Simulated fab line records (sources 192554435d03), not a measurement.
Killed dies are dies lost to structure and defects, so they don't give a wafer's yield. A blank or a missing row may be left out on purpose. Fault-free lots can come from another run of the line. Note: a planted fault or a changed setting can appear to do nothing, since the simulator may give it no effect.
Chamber matching :: flow n5_finfet :: cmp-04 running N5_GATE_CUT_CMP_43: 4 sister chambers
The step polishes SiO2. 4 wafers are shown with their chamber, then 8 later ones without.

## WAFERS, EACH WITH ITS CHAMBER
wafer: L081.5
chamber: 1
motor_current_A (A): 12.3

wafer: L090.4
chamber: 2
motor_current_A (A): 13.6

wafer: L090.5
chamber: 3
motor_current_A (A): 11.6

wafer: L091.3
chamber: 0
motor_current_A (A): 13.6

## WAFERS WITHOUT THEIR CHAMBER
wafer: L091.5
motor_current_A (A): 13.7

wafer: L091.6
motor_current_A (A): 11.1

wafer: L093.1
motor_current_A (A): 13.1

wafer: L093.2
motor_current_A (A): 12.1

wafer: L093.4
motor_current_A (A): 11.9

wafer: L096.2
motor_current_A (A): 13.3

wafer: L096.3
motor_current_A (A): 13.6

wafer: L096.4
motor_current_A (A): 11.5

## CHAMBER TAKEN BY EACH
wafer: L091.5
from the rows above: can't be placed: 0 or 2
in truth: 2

wafer: L091.6
from the rows above: 3
in truth: 3

wafer: L093.1
from the rows above: can't be placed: 0 or 2 or 1
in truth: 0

wafer: L093.2
from the rows above: can't be placed: 1 or 3
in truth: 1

wafer: L093.4
from the rows above: can't be placed: 3 or 1
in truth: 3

wafer: L096.2
from the rows above: can't be placed: 0 or 2
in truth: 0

wafer: L096.3
from the rows above: can't be placed: 0 or 2
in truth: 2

wafer: L096.4
from the rows above: 3
in truth: 3
Correctly placed: 2 of 8. Unplaceable from these rows: 6, with the true chamber sitting among the candidates in 6. Wrongly placed: 0.
How it was worked out, from the rows above alone: a wafer's distance from a chamber is the root of the sum, over the readings, of the square of ((its reading less the chamber's mean) divided by the reading's scatter). The wafer belongs to the nearest chamber; if the next one is less than 2 further off, it can't be placed. A chamber's mean is the mean of its shown wafers. The scatter: root of mean squared gap, hidden wafer to nearest shown wafer, with one shown wafer a chamber.
